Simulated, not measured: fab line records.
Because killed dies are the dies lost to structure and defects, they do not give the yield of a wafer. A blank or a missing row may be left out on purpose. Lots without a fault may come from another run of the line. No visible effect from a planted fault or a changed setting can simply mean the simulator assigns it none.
Chamber matching    flow nand_harc    NHARC_P_M2_CMP_23 on cmp-03 has 4 sister chambers
The step polishes, t overpolish 20 s, target thk 144.3 nm. 16 wafers are shown with their chamber, then 8 later ones without.

== EACH WAFER AND ITS CHAMBER ==
wafer   chamber  motor_current_A (A)  time_to_endpoint_s (s)  slurry_flow_ml_min
L078.4  3        10.8                 35                      149.9
L078.5  2        13.8                 31                      150.2
L078.6  1        13.2                 33                      150.3
L079.3  3        10.3                 39                      149.9
L079.4  2        14.8                 34                      150.0
L079.6  1        13.2                 36                      150.0
L082.2  2        13.9                 34                      149.8
L082.4  3        11.0                 37                      150.3
L082.6  0        12.1                 33                      150.7
L083.2  3        10.4                 34                      149.1
L083.3  1        13.7                 31                      149.6
L083.5  1        12.9                 32                      149.2
L085.1  2        13.0                 30                      149.8
L085.3  3        10.9                 32                      150.2
L085.6  0        11.2                 27                      150.2
L090.1  0        12.8                 29                      150.2

SIGNATURES (averages over the wafers above)
reading             chamber 0  chamber 1  chamber 2  chamber 3  scatter within a chamber
motor_current_A     12.033     13.250     13.875     10.680     0.55
time_to_endpoint_s  29.67      33.00      32.25      35.40      2.49
slurry_flow_ml_min  150.367    149.775    149.950    149.880    0.393
Rule: a wafer lies at a distance from a chamber equal to the root of the sum of squares, over the readings, of (its reading less the chamber's mean, divided by the reading's scatter). If the next closest chamber is less than 2 further off than the closest, the wafer can't be placed; otherwise it belongs to the closest. How the scatter is found: for the shown wafers, subtract from each reading the mean of its chamber, square and add these, divide the total by (wafers less chambers), then take the root.

== WAFERS WHOSE CHAMBER IS MISSING ==
wafer   motor_current_A (A)  time_to_endpoint_s (s)  slurry_flow_ml_min
L090.2  14.5                 33                      150.5
L090.3  10.8                 34                      149.2
L095.1  13.8                 31                      149.5
L095.4  14.0                 35                      149.6
L095.5  10.7                 36                      150.2
L097.1  14.0                 31                      150.0
L097.3  13.9                 30                      150.1
L097.4  12.2                 24                      149.9

== WHICH CHAMBER EACH WENT THROUGH ==
wafer   from the rows above           in truth
L090.2  can't be placed: 2 or 1       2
L090.3  3                             3
L095.1  can't be placed: 2 or 1       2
L095.4  can't be placed: 2 or 1       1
L095.5  3                             3
L097.1  can't be placed: 2 or 1       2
L097.3  can't be placed: 2 or 1       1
L097.4  can't be placed: 0 or 1 or 2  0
Placed correctly: 2 of 8. From these rows, 6 cannot be placed; in 6 the true chamber is one of the candidates. 0 placed wrongly.
